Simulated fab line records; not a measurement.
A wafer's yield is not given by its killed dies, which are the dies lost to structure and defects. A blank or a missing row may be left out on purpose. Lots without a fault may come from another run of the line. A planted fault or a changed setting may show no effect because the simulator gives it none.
fab line records | flow n5_finfet
[record] lots = 5 | wafers = 15 | last_day = 18
route steps=1938 shown SD_EPI_P@305 SD_ACTIVATION@330 BEOL_M4@1111 PASSIVATION@1936
lots that met no fault: from a run of the same line without faults
start_h: hours from the record's first day to the start of the lot's first wafer shown | wait_h: hours since the lot's step before | " unchanged from the row above | L1.1+2: one row covering several wafers at once | - value missing, or start not given | * or withheld: withheld | < > ~ a bound
route shown NAME@n: names a module that has steps shown in the file, with the first one's number in the route | usual: the fault-free wafers' mean and standard deviation | same: alike in all rows | chamber/n: place in a boat | sites: readings site by site | _std_site: how widely they spread, as a standard deviation | _edge_site: the outer-site mean with the inner-site mean subtracted | radius_mm: how far each site lies from the wafer's centre | mask NAME#n: copy n | behind: the tool/chamber that last shaped the wafer | hold: why the lot was held/for how many hours/how that ended | device: which transistor (n, p or np) failed to switch | end of line: tests of these same wafers at the route's end | step lacking rows: just its recipe | killed: count of dies lost to structure and defects at first sort (not the wafer's yield) | map: a wafer's dies, x killed, . not, _ none there
set.NAME: setting as actually run; set.NAME@STEP: the setting as run at that earlier step | model.NAME: the simulator's own value behind a step, which no gauge read
lots at some steps of the route; a table a step, a row a wafer
services: the hour from which a tool's chamber was out of use, counted from the record's first day as start_h (under 0 if before that day), plus the number of hours and why
[[steps]]
[step N5_SD_EPI_P_INSPECT_11]
[recipe] mode = adi | inspect_instrument = macro
[usual] raw_defect_count = 2.0/1.6
lot.wafer | tool              | chamber | start_h | wait_h | raw_defect_count
L596.3    | defect_inspect-02 | -       | 66.50   | 0.0    | 2
L596.4    | "                 | -       | "       | "      | 2
L596.5    | "                 | -       | "       | "      | 3
L600.2    | defect_inspect-02 | -       | 90.18   | 0.0    | 1
L600.3    | "                 | -       | "       | "      | 0
L600.4    | "                 | -       | "       | "      | 2
L607.1    | defect_inspect-01 | -       | 132.71  | 0.0    | 4
L607.3    | "                 | -       | "       | "      | 4
L607.4    | "                 | -       | "       | "      | 1
L611.2    | defect_inspect-01 | -       | 154.99  | 0.0    | 1
L611.3    | "                 | -       | "       | "      | 2
L611.5    | "                 | -       | "       | "      | 4
L615.2    | defect_inspect-02 | -       | 178.11  | 0.0    | 0
L615.3    | "                 | -       | "       | "      | 2
L615.5    | "                 | -       | "       | "      | 1
[step N5_SD_EPI_P_DESCUM_14]
[recipe] chemistry = O2 | time_s = 7.9 | source_power_w = 50 | bias_power_w = 20 | pressure_mtorr = 20 | rf_frequency_hz = 2.712e+07 | temp_c = 40 | resist = CAR-ArF-block | o2_flow_sccm = 225
[step N5_SD_EPI_P_ETCH_36]
[recipe] chemistry = CF4 | target = SiARC | target_depth_a = 455 | mask_material = CAR-ArF-block | time_s = 75.8 | ion_energy_ev = 80 | pressure_mtorr = 40 | source_w = 545 | bias_w = 36 | Ar_flow_sccm = 100 | cf4_flow_sccm = 100 | ends = cleared
[step N5_SD_EPI_P_ETCH_37]
[recipe] chemistry = N2/H2 | target = SOC | overetch_a = 1080 | mask_material = SiARC | temp_c = 40 | ion_energy_ev = 100 | source_w = 3000 | bias_w = 133 | pressure_mtorr = 20 | time_s = 486 | n2_flow_sccm = 200 | h2_flow_sccm = 200 | ends = end_point
[usual] drypump_motor_current_A = 5.8/0.5 | oes_product_au = 0.68/0.046 | rf_vpp_V = 240.9/1.2 | showerhead_plenum_p_Torr = 2.56/0.072 | throttle_valve_pct = 24.0/0.31
lot.wafer | tool        | chamber | start_h | wait_h | drypump_motor_current_A | oes_product_au | rf_hours_counter_h | rf_vpp_V | showerhead_plenum_p_Torr | throttle_valve_pct
L596.3    | rie_diel-03 | 2       | 66.62   | 0.0    | 4.7                     | 0.70           | 121                | 241.5    | 2.66                     | 24.0
L596.4    | "           | 1       | "       | "      | 6.1                     | 0.68           | 164                | 242.2    | 2.65                     | 23.8
L596.5    | "           | 3       | "       | "      | 6.4                     | 0.79           | -                  | 240.3    | 2.48                     | 23.6
L600.2    | rie_diel-03 | 0       | 90.31   | 0.0    | 5.0                     | 0.67           | 131                | 240.1    | 2.57                     | 24.3
L600.3    | "           | 3       | "       | "      | 6.4                     | 0.78           | 40                 | 238.7    | 2.47                     | 23.6
L600.4    | "           | 1       | "       | "      | 6.1                     | 0.68           | 168                | 241.1    | 2.64                     | 23.8
L607.1    | rie_diel-01 | 1       | 132.83  | 0.0    | 6.3                     | 0.65           | 176                | 240.0    | 2.44                     | 24.2
L607.3    | "           | 0       | "       | "      | 6.1                     | 0.62           | 242                | 240.9    | 2.51                     | 23.5
L607.4    | "           | 3       | "       | "      | 6.2                     | 0.68           | 160                | 240.9    | 2.66                     | 23.8
L611.2    | rie_diel-01 | 3       | 155.27  | 0.0    | 6.2                     | 0.67           | 165                | 242.1    | 2.65                     | 23.8
L611.3    | "           | 0       | "       | "      | 6.2                     | 0.62           | 248                | 240.9    | 2.51                     | 23.5
L611.5    | "           | 1       | "       | "      | 6.3                     | 0.64           | -                  | 240.2    | 2.44                     | 24.2
L615.2    | rie_diel-03 | 1       | 178.24  | 0.0    | 6.1                     | 0.66           | 195                | 241.0    | 2.63                     | 23.9
L615.3    | "           | 2       | "       | "      | 4.7                     | 0.69           | 147                | 241.7    | 2.64                     | 24.1
L615.5    | "           | 3       | "       | "      | 6.4                     | 0.76           | -                  | 241.0    | 2.47                     | 23.6
[step N5_SD_EPI_P_STRIP_38]
[recipe] chemistry = N2/H2 | temp_c = 40 | n2_flow_sccm = 200 | h2_flow_sccm = 200 | rf_frequency_hz = 6e+07
[step N5_SD_EPI_P_ETCHBACK_46]
[recipe] chemistry = CH3F/O2 | mode = anisotropic_etchback | target = SiNx | target_depth_a = 175 | stop_on = SiO2 | over_etch_frac = 0.3 | ion_energy_ev = 120 | pressure_mtorr = 30 | source_w = 395 | bias_w = 73 | Ar_flow_sccm = 150 | CH3F_flow_sccm = 30 | O2_flow_sccm = 20
[step N5_SD_EPI_P_ETCH_47]
[recipe] chemistry = CH3F/O2 | target = SiOCN | target_depth_a = 250 | mask_material = SOC | ion_energy_ev = 60 | bias_w = 29 | pressure_mtorr = 30 | source_w = 410 | Ar_flow_sccm = 150 | CH3F_flow_sccm = 30 | O2_flow_sccm = 20
[usual] drypump_motor_current_A = 5.8/0.5 | oes_product_au = 0.76/0.058 | rf_vpp_V = 128.4/1.9 | showerhead_plenum_p_Torr = 2.02/0.061 | throttle_valve_pct = 16.45/0.18
lot.wafer | tool        | chamber | start_h | wait_h | drypump_motor_current_A | oes_product_au | rf_hours_counter_h | rf_vpp_V | showerhead_plenum_p_Torr | throttle_valve_pct
L596.3    | rie_diel-03 | 2       | 67.05   | 0.1    | 4.7                     | 0.78           | 121                | 128.4    | 2.10                     | 16.67
L596.4    | "           | 1       | "       | "      | 6.1                     | 0.76           | 164                | 130.3    | 2.08                     | 16.47
L596.5    | "           | 3       | "       | "      | 6.4                     | 0.90           | -                  | 127.1    | 1.96                     | 16.16
L600.2    | rie_diel-03 | 0       | 90.73   | 0.1    | 5.0                     | 0.75           | 131                | 123.6    | 2.02                     | 16.64
L600.3    | "           | 3       | "       | "      | 6.4                     | 0.90           | 40                 | 128.6    | 1.95                     | 16.16
L600.4    | "           | 1       | "       | "      | 6.1                     | 0.74           | 168                | 129.0    | 2.08                     | 16.50
L607.1    | rie_diel-01 | 1       | 133.26  | 0.1    | 6.2                     | 0.72           | 176                | 129.1    | 1.91                     | 16.51
L607.3    | "           | 0       | "       | "      | 6.1                     | 0.67           | 242                | 130.1    | 1.97                     | 16.31
L607.4    | "           | 3       | "       | "      | 6.2                     | 0.78           | 160                | 127.5    | 2.08                     | 16.10
L611.2    | rie_diel-01 | 3       | 155.70  | 0.1    | 6.2                     | 0.77           | 165                | 127.4    | 2.08                     | 16.11
L611.3    | "           | 0       | "       | "      | 6.1                     | 0.67           | 248                | 131.4    | 1.97                     | 16.32
L611.5    | "           | 1       | "       | "      | 6.2                     | 0.71           | -                  | 128.3    | 1.91                     | 16.53
L615.2    | rie_diel-03 | 1       | 178.66  | 0.1    | 6.1                     | 0.73           | 195                | 130.6    | 2.07                     | 16.54
L615.3    | "           | 2       | "       | "      | 4.7                     | 0.76           | 147                | 126.9    | 2.09                     | 16.71
L615.5    | "           | 3       | "       | "      | 6.4                     | 0.86           | -                  | 127.5    | 1.95                     | 16.21
[step N5_SD_EPI_P_ETCH_16]
[recipe] chemistry = CHF3/O2 | target = SiO2 | target_depth_a = 50 | mask_material = SOC | pressure_mtorr = 30 | source_w = 650 | bias_w = 170 | Ar_flow_sccm = 200 | CHF3_flow_sccm = 50 | O2_flow_sccm = 5 | ion_energy_ev = 200
[usual] drypump_motor_current_A = 5.8/0.5 | oes_product_au = 0.76/0.059 | rf_vpp_V = 528/7.5 | showerhead_plenum_p_Torr = 2.43/0.072 | throttle_valve_pct = 19.02/0.19
lot.wafer | tool        | chamber | start_h | wait_h | drypump_motor_current_A | oes_product_au | rf_hours_counter_h | rf_vpp_V | showerhead_plenum_p_Torr | throttle_valve_pct
L596.3    | rie_diel-03 | 2       | 67.15   | 0.1    | 4.7                     | 0.79           | 121                | 525      | 2.52                     | 19.27
L596.4    | "           | 1       | "       | "      | 6.1                     | 0.75           | 164                | 540      | 2.50                     | 19.05
L596.5    | "           | 3       | "       | "      | 6.4                     | 0.91           | -                  | 528      | 2.36                     | 18.79
L600.2    | rie_diel-03 | 0       | 90.83   | 0.1    | 5.0                     | 0.74           | 131                | 518      | 2.43                     | 19.24
L600.3    | "           | 3       | "       | "      | 6.4                     | 0.90           | 41                 | 527      | 2.36                     | 18.78
L600.4    | "           | 1       | "       | "      | 6.1                     | 0.75           | 168                | 539      | 2.50                     | 19.04
L607.1    | rie_diel-01 | 1       | 133.36  | 0.1    | 6.2                     | 0.72           | 176                | 527      | 2.31                     | 19.08
L607.3    | "           | 0       | "       | "      | 6.1                     | 0.67           | 242                | 535      | 2.37                     | 18.79
L607.4    | "           | 3       | "       | "      | 6.2                     | 0.76           | 160                | 525      | 2.51                     | 18.69
L611.2    | rie_diel-01 | 3       | 155.80  | 0.1    | 6.2                     | 0.75           | 165                | 524      | 2.51                     | 18.69
L611.3    | "           | 0       | "       | "      | 6.1                     | 0.67           | 248                | 535      | 2.37                     | 18.79
L611.5    | "           | 1       | "       | "      | 6.2                     | 0.72           | -                  | 526      | 2.30                     | 19.09
L615.2    | rie_diel-03 | 1       | 178.76  | 0.1    | 6.1                     | 0.73           | 195                | 540      | 2.49                     | 19.09
L615.3    | "           | 2       | "       | "      | 4.8                     | 0.76           | 147                | 525      | 2.51                     | 19.31
L615.5    | "           | 3       | "       | "      | 6.4                     | 0.87           | -                  | 527      | 2.35                     | 18.83
[step N5_SD_EPI_P_STRIP_50]
[recipe] chemistry = CHF3/O2 | resist = SiARC | rf_frequency_hz = 6e+07
[step N5_SD_EPI_P_SD_RECESS_17]
[recipe] chemistry = HBr/Cl2/O2 | target_depth_a = 391 | bt_time_s = 3 | pressure_mtorr = 10 | icp_w = 800 | bias_w = 112 | HBr_flow_sccm = 150 | Cl2_flow_sccm = 80 | O2_flow_sccm = 12
[usual] drypump_motor_current_A = 5.7/0.52 | oes_product_au = 1.005/0.015 | throttle_valve_pct = 36.97/0.28
lot.wafer | tool      | chamber | start_h | wait_h | drypump_motor_current_A | oes_product_au | rf_hours_counter_h | throttle_valve_pct
L596.3    | rie_si-05 | 0       | 67.22   | 0.0    | 6.7                     | 1.023          | 114                | 36.98
L596.4    | "         | 2       | "       | "      | 5.3                     | 1.016          | 136                | 37.47
L596.5    | "         | 1       | "       | "      | 5.6                     | 1.032          | -                  | 36.71
L600.2    | rie_si-06 | 2       | 90.90   | 0.0    | 5.7                     | 0.993          | 98                 | 36.63
L600.3    | "         | 1       | "       | "      | 6.0                     | 0.996          | 144                | 36.88
L600.4    | "         | 0       | "       | "      | 5.0                     | 1.024          | 31                 | 36.92
L607.1    | rie_si-03 | 1       | 133.43  | 0.0    | 6.4                     | 0.999          | 2                  | 36.98
L607.3    | "         | 3       | "       | "      | 6.3                     | 1.020          | 39                 | 37.09
L607.4    | "         | 0       | "       | "      | 5.0                     | 0.984          | 51                 | 37.58
L611.2    | rie_si-03 | 0       | 155.87  | 0.0    | 5.0                     | 0.981          | 51                 | 37.58
L611.3    | "         | 1       | "       | "      | 6.4                     | 0.985          | 2                  | 36.99
L611.5    | "         | 1       | "       | "      | 6.4                     | 0.989          | -                  | 36.96
L615.2    | rie_si-06 | 1       | 178.83  | 0.0    | 6.0                     | 0.996          | 146                | 36.87
L615.3    | "         | 3       | "       | "      | 6.3                     | 1.000          | 163                | 37.03
L615.5    | "         | 2       | "       | "      | 5.7                     | 1.002          | -                  | 36.61
[step N5_SD_EPI_P_WET_ETCH_45]
[recipe] chemistry = dHF | dilution = withheld | time_s = 10.7 | target = SiO2 | target_depth_a = 20 | temp_c = 25 | dry = ipa_marangoni | rinse_time_s = 30 | rinse_temp_c = 23
[step N5_SD_EPI_P_STRIP_40]
[recipe] chemistry = N2/H2 | power_w = 1000 | temp_c = 250 | h2_frac = 0.65 | overash_fraction = 0.3 | pressure_mtorr = withheld | n2_flow_sccm = 1750 | h2_flow_sccm = 3250
[usual] drypump_motor_current_A = 5.5/0.43 | heater_power_w = 333/19 | oes_product_au = 0.761/0.012
lot.wafer | tool            | chamber | start_h | wait_h | drypump_motor_current_A | heater_power_w | oes_product_au | rf_hours_counter_h
L596.3    | plasma_asher-01 | 1       | 67.38   | 0.0    | 6.2                     | 350            | 0.764          | -
L596.4    | "               | 0       | "       | "      | 5.5                     | 302            | 0.770          | -
L596.5    | "               | 0       | "       | "      | 5.5                     | 308            | 0.762          | -
L600.2    | plasma_asher-01 | 0       | 91.08   | 0.1    | 5.5                     | 305            | 0.759          | 81
L600.3    | "               | 0       | "       | "      | 5.5                     | 311            | 0.756          | -
L600.4    | "               | 1       | "       | "      | 6.2                     | 355            | 0.760          | -
L607.1    | plasma_asher-01 | 1       | 133.57  | 0.0    | 6.1                     | 356            | 0.743          | 90
L607.3    | "               | 0       | "       | "      | 5.5                     | 304            | 0.773          | -
L607.4    | "               | 1       | "       | "      | 6.2                     | 360            | 0.777          | -
L611.2    | plasma_asher-01 | 1       | 156.01  | 0.0    | 6.2                     | 353            | 0.761          | 94
L611.3    | "               | 0       | "       | "      | 5.4                     | 302            | 0.748          | -
L611.5    | "               | 1       | "       | "      | 6.2                     | 345            | 0.774          | -
L615.2    | plasma_asher-01 | 0       | 178.98  | 0.0    | 5.5                     | 304            | 0.762          | 98
L615.3    | "               | 0       | "       | "      | 5.5                     | 317            | 0.759          | -
L615.5    | "               | 1       | "       | "      | 6.2                     | 347            | 0.776          | -
[step N5_SD_EPI_P_PRECLEAN_52]
[recipe] chemistry = O3/DIW | time_s = 60 | temp_c = 22 | o3_ppm = 10
[same] time_s = 60
lot.wafer  | tool         | chamber | start_h | wait_h
L596.3+4+5 | wet_bench-04 | 1,7,0   | 67.45   | -
L600.2+3+4 | wet_bench-01 | 4,3,0   | 91.16   | -
L607.1+3+4 | wet_bench-04 | 4,7,1   | 133.66  | -
L611.2+3+5 | wet_bench-02 | 2,1,6   | 156.10  | -
L615.2+3+5 | wet_bench-02 | 7,0,1   | 179.06  | -
[step N5_SD_EPI_P_SRD_20]
[recipe] dry = ipa_marangoni | do_ppb = 5 | time_s = 30 | temp_c = 23 | rinse_liquid = diw
[step N5_SD_EPI_P_PRECLEAN_51]
[recipe] chemistry = NF3:NH3 | afs_cycles = 1 | temp_c = 30 | time_s = 20 | sublimation_temp_c = 180 | sublimation_time_s = 60 | pressure_torr = 3 | rf_power_w = 30
[step N5_SD_EPI_P_VAPOR_ETCH_44]
[recipe] chemistry = NF3/Ar | target = SiGe30 | temp_c = 25 | time_s = 3.3 | mode = isotropic
[step N5_SD_EPI_P_EPI_21]
[recipe] material = SiGe:B | dopant = B | temp_c = 550 | pressure_torr = 20 | ambient = H2 | time_s = 355
[step N5_SD_EPI_P_EPI_MEAS_23]
[recipe] mode = xrd
[usual] thk_nm = 61.2/1.2
lot.wafer | tool          | chamber | start_h | wait_h | thk_nm
L596.3    | film_metro-02 | -       | 70.92   | 1.5    | 59.7
L596.4    | "             | -       | "       | "      | 59.4
L596.5    | "             | -       | "       | "      | 61.0
L600.2    | film_metro-02 | -       | 93.83   | 1.5    | 60.5
L600.3    | "             | -       | "       | "      | 59.7
L600.4    | "             | -       | "       | "      | 61.8
L607.1    | film_metro-02 | -       | 137.12  | 2.4    | 60.4
L607.3    | "             | -       | "       | "      | 60.6
L607.4    | "             | -       | "       | "      | 61.4
L611.2    | film_metro-01 | -       | 158.73  | 1.5    | 62.5
L611.3    | "             | -       | "       | "      | 62.2
L611.5    | "             | -       | "       | "      | 60.6
L615.2    | film_metro-02 | -       | 181.70  | 1.5    | 60.5
L615.3    | "             | -       | "       | "      | 60.1
L615.5    | "             | -       | "       | "      | 61.3
[step N5_SD_EPI_P_HM_STRIP_48]
[recipe] chemistry = H3PO4 | temp_c = 160 | material = SiNx | target = SiNx | target_depth_a = 30 | overetch_fraction = 0.3
[step N5_SD_EPI_P_SRD_49]
[recipe] dry = ipa_marangoni | time_s = 30 | temp_c = 23 | rinse_liquid = diw
[step N5_SD_EPI_P_PRECLEAN_24]
[recipe] chemistry = O3/DIW | time_s = 45 | temp_c = 22 | o3_ppm = 10
[step N5_SD_EPI_P_PRECLEAN_32]
[recipe] chemistry = dHF | time_s = 10 | dilution = 500:1 | temp_c = 25
[step N5_SD_EPI_P_PRECLEAN_33]
[recipe] chemistry = SC2 | time_s = 45 | temp_c = 35 | mix = 1:1:50
[step N5_SD_EPI_P_SRD_25]
[recipe] time_s = 30 | temp_c = 23 | rinse_liquid = diw | dry = ipa_marangoni
[step N5_SD_EPI_P_INSPECT_26]
[recipe] inspect_instrument = darkfield | mode = post_epi
[usual] raw_defect_count = 182/35
lot.wafer | tool              | chamber | start_h | wait_h | raw_defect_count
L596.3    | defect_inspect-02 | -       | 71.09   | 0.0    | 213
L596.4    | "                 | -       | "       | "      | 191
L596.5    | "                 | -       | "       | "      | 160
L600.2    | defect_inspect-02 | -       | 94.29   | 0.2    | 164
L600.3    | "                 | -       | "       | "      | 220
L600.4    | "                 | -       | "       | "      | 135
L607.1    | defect_inspect-02 | -       | 137.30  | 0.0    | 1567
L607.3    | "                 | -       | "       | "      | 162
L607.4    | "                 | -       | "       | "      | 180
L611.2    | defect_inspect-01 | -       | 158.93  | 0.0    | 184
L611.3    | "                 | -       | "       | "      | 226
L611.5    | "                 | -       | "       | "      | 215
L615.2    | defect_inspect-02 | -       | 181.88  | 0.0    | 155
L615.3    | "                 | -       | "       | "      | 172
L615.5    | "                 | -       | "       | "      | 122
[step N5_SD_ACTIVATION_RTA_00]
[recipe] temp_c = 975 | time_s = 0 | ambient = N2 | idle_temp_c = 600 | ramp_up_c_per_s = 150 | ramp_down_c_per_s = 60 | cool_to_c = 600
[step N5_BEOL_M4_RC_MEAS_101]
[usual] DIBL_N = 36.0/1.6 | DIBL_P = 35.8/2 | IOFF_N = 0.152/0.03 | IOFF_P = 0.20/0.031 | ION_N = 670/12 | ION_P = 459/7.4 | SS_N = 71.5/0.56 | SS_P = 73.2/0.64 | VT_N = 251/3.5 | VT_P = -252/3.3
lot.wafer | tool      | chamber | start_h | wait_h | DIBL_N[mV/V] | DIBL_P[mV/V] | IOFF_N[nA/um] | IOFF_P[nA/um] | ION_N[uA/um] | ION_P[uA/um] | SS_N[mV/dec] | SS_P[mV/dec] | VT_N[mV] | VT_P[mV]
L596.3    | prober-02 | 0       | 206.24  | 0.3    | 36.2         | 35.8         | 0.151         | 0.18          | 681          | 468          | 71.5         | 73.4         | 250      | -251
L596.4    | "         | 0       | "       | "      | 38.0         | 37.8         | 0.177         | 0.21          | 671          | 458          | 71.3         | 73.9         | 249      | -250
L596.5    | "         | 0       | "       | "      | 33.7         | 33.6         | 0.120         | 0.16          | 676          | 465          | 70.2         | 73.0         | 254      | -250
L600.2    | prober-02 | 0       | 239.00  | 0.2    | 36.8         | 36.3         | 0.168         | 0.19          | 676          | 456          | 71.7         | 72.9         | 250      | -253
L600.3    | "         | 0       | "       | "      | 37.7         | 38.8         | 0.193         | 0.23          | 682          | 463          | 72.0         | 74.0         | 248      | -253
L600.4    | "         | 0       | "       | "      | 36.4         | 36.6         | 0.169         | 0.20          | 684          | 463          | 71.2         | 73.4         | 249      | -254
L607.1    | prober-02 | 0       | 262.11  | 0.0    | 35.1         | 35.8         | 0.133         | 0.18          | 669          | 455          | 71.4         | 72.8         | 252      | -254
L607.3    | "         | 0       | "       | "      | 38.1         | 39.6         | 0.190         | 0.22          | 668          | 454          | 72.8         | 73.3         | 247      | -250
L607.4    | "         | 0       | "       | "      | 37.1         | 39.3         | 0.179         | 0.23          | 684          | 470          | 71.6         | 72.8         | 247      | -251
L611.2    | prober-02 | 0       | 292.00  | 0.2    | 35.6         | 32.7         | 0.127         | 0.16          | 656          | 443          | 71.8         | 73.0         | 254      | -257
L611.3    | "         | 0       | "       | "      | 35.2         | 33.2         | 0.122         | 0.15          | 659          | 443          | 71.1         | 73.0         | 256      | -258
L611.5    | "         | 0       | "       | "      | 34.1         | 32.0         | 0.109         | 0.14          | 673          | 459          | 71.4         | 71.8         | 257      | -258
L615.2    | prober-02 | 0       | 316.10  | 0.2    | 34.0         | 34.0         | 0.109         | 0.15          | 661          | 451          | 70.5         | 72.5         | 257      | -254
L615.3    | "         | 0       | "       | "      | 36.6         | 36.9         | 0.150         | 0.18          | 665          | 454          | 70.7         | 73.3         | 252      | -254
L615.5    | "         | 0       | "       | "      | 33.0         | 33.0         | 0.098         | 0.14          | 648          | 449          | 70.2         | 72.2         | 253      | -256
[step N5_PASSIVATION_PROBE_49]
[usual] defect_limited_yield = 91.6/1.4 | killed_at_M0_to_M3 = 33/10 | killed_at_M4_up = 13/5.3 | killed_at_contacts = 13/5.9 | killed_at_front_end = 36/12 | killed_at_other = 4/3.1 | killed_dies = 99/16 | killed_open = 65/13 | killed_short = 32/7.3 | sort_bin_5_function = 4.9/0.9 | sort_bin_6_memory = 3.1/0.66 | sort_n_pass = 1081/17 | sort_yield_pct = 91.6/1.4
[same] gross_dies = 1180 | killed_at_back_side = 0 | sort_bin_4_leakage[%] = 0 | sort_bin_8_speed[%] = 0
lot.wafer | tool      | chamber | start_h | wait_h | defect_limited_yield[%] | killed_at_M0_to_M3 | killed_at_M4_up | killed_at_contacts | killed_at_front_end | killed_at_other | killed_dies | killed_open | killed_short | sort_bin_5_function[%] | sort_bin_6_memory[%] | sort_n_pass | sort_yield_pct[%]
L607.1    | prober-02 | -       | 365.92  | 0.0    | 78.1                    | 24                 | 21              | 21                 | 190                 | 3               | 259         | 72          | 35           | 12.6                   | 5.1                  | 921         | 78.1
L607.3    | prober-02 | -       | 366.02  | 0.1    | 92.5                    | 38                 | 14              | 18                 | 16                  | 2               | 88          | 56          | 30           | 4.8                    | 2.5                  | 1092        | 92.5
L611.2    | prober-02 | -       | 394.09  | 0.1    | 90.3                    | 39                 | 13              | 9                  | 52                  | 1               | 114         | 68          | 38           | 5.4                    | 3.5                  | 1066        | 90.3
L611.3    | prober-02 | -       | 394.14  | 0.1    | 90.3                    | 26                 | 15              | 21                 | 49                  | 3               | 114         | 82          | 32           | 5.7                    | 3.6                  | 1066        | 90.3
// killed by level:class
L607.1 SD_EPI_P:unspecified=150 MOL_CONTACT_COAG:geometric_particle:open=16 BEOL_M3:geometric_particle:open=15 BEOL_M4:geometric_particle:open=13 FIN_SAQP:geometric_particle:short=10 DUMMY_GATE:geometric_particle:open=6 GATE_CUT:geometric_particle:short=6 FIN_SAQP:geometric_particle:open=5
L607.3 BEOL_M3:geometric_particle:open=17 MOL_CONTACT_COAG:geometric_particle:open=12 BEOL_M0_SAQP:geometric_particle:short=8 BEOL_M4:geometric_particle:open=6 STI_FIN_REVEAL:geometric_particle:open=5 MOL_CONTACT_COAG:geometric_particle:short=5 BEOL_M3:geometric_particle:short=5 FIN_SAQP:geometric_particle:short=3
L611.2 FIN_SAQP:geometric_particle:open=17 BEOL_M0_SAQP:geometric_particle:short=12 BEOL_M0_SAQP:geometric_particle:open=12 STI_FIN_REVEAL:geometric_particle:open=10 MOL_CONTACT_COAG:geometric_particle:open=8 BEOL_M1:geometric_particle:short=8 BEOL_M1:geometric_particle:open=7 HKMG_FIN:area_etch=7
L611.3 STI_FIN_REVEAL:geometric_particle:open=17 MOL_CONTACT_COAG:geometric_particle:open=15 FIN_SAQP:geometric_particle:open=14 BEOL_M0_SAQP:geometric_particle:open=9 MOL_CONTACT_COAG:geometric_particle:short=6 BEOL_M4:geometric_particle:open=6 STI_FIN_REVEAL:geometric_particle:short=5 BEOL_M0_SAQP:geometric_particle:short=5
// map L607.1 (x killed, . not)
_________________.x...x......________________
______________....x............._____________
___________...............x.......x__________
__________....x....x..........x..x.._________
________x...x..xx.x.x..x.......x......_______
_______..xx......x.xx.xx........x......______
______......x.xx.xxxxxxx..x...x........._____
_____..x.....xxxxxxxxxxxxxx..............____
____x..........xxxxxxxxxxx.x..x....x......___
___.......x..xxxxxxxxxxxxx..x......xx......__
___....x....xxxxxxxxxxxxxxxx.....x.x.......__
__....x.......xxxxxxxxxxxxxx.x...........x.._
__x....x...xxxxxxxxxxxxxxxxx......x....x...x_
_..........xxxxxxxxxxxxxxxx............x.....
_............x.xxxxxxxxxxxxx....x............
_.............x..xxxxxxx....xx..........x.xx.
_............xx.xxxxxxxx.....................
_..............x.x.xxx.x....x........x.......
_.x...........x..x...x............x....xx....
_.............x......x..........x..x..x.x....
_x..x..........x......xxxx...................
__.......x...x.......x..........x....x......_
__.........x.........................x....x._
___......x...............x.................__
___...x...x................................__
____...................x.......x........x.___
_____.........x.x...x....................____
______....x.....................x......._____
_______x.........................x.x...______
________..x....x......x..x............_______
__________.........................._________
___________.............xx.........__________
______________..x...x..........._____________
_________________.x.xx.......________________
// map L596.5 (x killed, . not)
_________________............________________
______________............x....x_____________
___________..x...x...x......x......__________
__________.....................x...._________
________.................x..........x._______
_______............x..............x....______
______....x.......x....................._____
_____..........x....................x....____
____......................x........x.x....___
___........................x......xx.....x.__
___..x......xx.x......x....x...........x...__
__..x..........x...........x.............x.._
__..x..xxx.........x............x...x....x.._
_..x..x...............x.xx...........x.xxx...
_.......................x....x..x............
_..x.........xx.x....x.....x.......x.xx......
_...........x.......x....x.............x...x.
_.....x.........x....x...............x.......
_..........x.x.......................x.......
_..........x.............xxx..............x..
_.....x.......x.x...........x......x....x....
__...........x....x....xx..x..........x....._
__......x..x...........................x...._
___.......x..x.....x...x.................x.__
___x..............x.....x..x........xx.....__
____...............x..x...........x...x...___
_____.......................x.....x......____
______........................x........._____
_______............x..............x....______
________.x...........................x_______
__________...x..........xx....x....._________
___________.....x...x.x......x.....__________
______________........x........x_____________
_________________............________________
[[services]]
tool            | chamber | start_h | hours | kind
plasma_asher-01 | -       | 48.71   | 9.7   | repair
rie_si-05       | 1       | 97.60   | 11.9  | repair
rie_si-05       | 2       | 116.98  | 2.2   | repair
rie_si-05       | -       | 124.04  | 0.4   | repair
rie_si-06       | -       | 137.66  | 14.6  | pm
rie_diel-01     | 3       | 139.01  | 5.3   | repair
rie_si-03       | -       | 150.98  | 2.8   | pm
rie_diel-03     | 2       | 154.27  | 4.0   | repair
rie_diel-01     | 0       | 162.16  | -     | clean
rie_diel-01     | 0       | 162.16  | -     | consumable_replace:focus_ring
rie_diel-01     | 0       | 162.16  | 22.8  | scheduled_down
rie_diel-01     | 0       | 162.16  | 22.8  | vent_cycle
rie_diel-01     | 3       | 175.59  | 15.8  | repair
[[key]]
[first_sign] step = N5_SD_EPI_P_INSPECT_26 | reading = raw_defect_count | direction = up | sigmas = 40 | usual = 182 | struck = 1567
[effect] step = N5_PASSIVATION_PROBE_49 | reading = killed_at_front_end | direction = up | sigmas = 13 | usual = 36 | struck = 190
[more_kills_born_at] N5_SD_EPI_P_PRECLEAN_52@wet_bench-04 = 150
met_at N5_SD_EPI_P_PRECLEAN_52
struck_wafers L607.1
[baseline_loss] step = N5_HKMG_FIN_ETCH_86 | wafers = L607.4
[fault] kind = chamber_particle_source | tool = wet_bench-04 | chamber = 4 | onset_h = 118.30 | steps = N5_SD_EPI_P_PRECLEAN_52 | rate_per_visit_cm2 = 2.2401 | end_h = 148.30
// baseline_loss: these wafers lose ten dies or more at that step, a loss of the line's own and not of a fault; the sort's usual values leave them out
